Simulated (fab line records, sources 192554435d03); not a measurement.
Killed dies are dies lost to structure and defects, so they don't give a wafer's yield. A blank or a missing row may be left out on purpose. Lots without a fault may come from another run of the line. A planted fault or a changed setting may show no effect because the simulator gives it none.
Split-lot experiment | flow n5_finfet | 7 lots, 21 wafers read, on a route of 1938 steps

THE SPLIT
At N5_MOL_CONTACT_COAG_CVD_140 (deposits W, target thk 66.5 nm, time 215 s), the setting target_thk_a was moved away from the recipe's 665 angstrom on 6 of the 21 wafers read, by -10.6% to +12.2%. The other wafers ran this setting at the recipe's value.

The reading is taken at the split's own step.

THE READING
W_of_MOL_CONTACT_COAG_CVD_140.thk_nm (the simulator's own value, which no gauge read), in nm, at N5_MOL_CONTACT_COAG_CVD_140 (deposits W, target thk 66.5 nm, time 215 s). The file gives no usual value for it. The 15 wafers here that ran the recipe average 66.1 nm, standard deviation 0.4 nm.

wafer  | tool, chamber at the split | target_thk_a as run, angstrom | against the recipe | W_of_MOL_CONTACT_COAG_CVD_140.thk_nm, nm | against lot-mates on the recipe
L080.1 | cvd_w-01, 1,0              | 665                           | recipe             | 66                                       | -
L080.5 | cvd_w-01, 1,0              | 665                           | recipe             | 66                                       | -
L080.2 | cvd_w-01, 0                | 665                           | recipe             | 65.2                                     | -
L087.1 | cvd_w-01, 0                | 700                           | +5.3%              | 70.4                                     | +4.6
L087.2 | cvd_w-01, 1                | 700                           | +5.3%              | 69.8                                     | +4.0
L087.4 | cvd_w-01, 0                | 665                           | recipe             | 65.8                                     | -
L090.1 | cvd_w-01, 1                | 595                           | -10.5%             | 59.8                                     | -6.7
L090.5 | cvd_w-01, 0                | 665                           | recipe             | 66.4                                     | -
L090.6 | cvd_w-01, 1                | 665                           | recipe             | 66.6                                     | -
L091.1 | cvd_w-02, 1,1,0            | 665                           | recipe             | 66.6                                     | -
L091.5 | cvd_w-02, 1,1,0            | 665                           | recipe             | 66.6                                     | -
L091.6 | cvd_w-02, 1,1,0            | 665                           | recipe             | 66.6                                     | -
L093.1 | cvd_w-01, 0,1              | 665                           | recipe             | 66.2                                     | -
L093.5 | cvd_w-01, 0,1              | 665                           | recipe             | 66.2                                     | -
L093.2 | cvd_w-01, 1                | 665                           | recipe             | 65.6                                     | -
L095.1 | cvd_w-02, 0                | 665                           | recipe             | 66                                       | -
L095.3 | cvd_w-02, 0                | 665                           | recipe             | 66.2                                     | -
L095.6 | cvd_w-02, 0                | 746                           | +12.2%             | 74.2                                     | +8.1
L096.1 | cvd_w-01, 0                | 594.8                         | -10.6%             | 58.4                                     | -7.4
L096.3 | cvd_w-01, 1                | 665                           | recipe             | 65.8                                     | -
L096.6 | cvd_w-01, 1                | 594.8                         | -10.6%             | 58.6                                     | -7.2
Where a row lists several chambers, the file gives one row for several wafers and doesn't say which wafer went through which chamber.

THE FIT
A straight line over all 21 wafers: W_of_MOL_CONTACT_COAG_CVD_140.thk_nm changes by +0.685 nm for each +1% of target_thk_a; r = +0.99; the points scatter about the line by 0.46 nm.
The same after taking each lot's own level away (the mean of its wafers on the recipe; 21 wafers): +0.687 nm for each +1%; r = +1.00; scatter 0.33 nm.
On that fit, the largest move of target_thk_a shifts the reading by 8.4 nm.
The lots' own levels span 65.73 to 66.60 nm, that is 2.2 times the standard deviation above.
So the lot-to-lot level changes the slope little: the two slopes agree.
Check: with one of the wafers moved furthest among these (+12.2%) left out of the fit, the line predicts +8.62 nm for it against its lot-mates. It came out at +8.1 nm against them.

OTHER SPLITS ON THESE WAFERS
These wafers also went through other splits before the reading. Each is held against what the fit with the lots' levels taken away leaves over:
other split on the same wafers          | wafers away from the commonest value | r with W_of_MOL_CONTACT_COAG_CVD_140.thk_nm (lot level and that fit taken away)
N5_GATE_CUT_DESCUM_18 time_s            | 8                                    | -0.04
N5_MOL_CONTACT_COAG_PECVD_31 temp_c     | 10                                   | +0.38
N5_MOL_CONTACT_COAG_VIA_ETCH_117 bias_w | 8                                    | +0.01

THE FILE'S OWN FIT
W_of_MOL_CONTACT_COAG_CVD_140.thk_nm changes by +0.675 nm for each +1% of target_thk_a, r = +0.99.
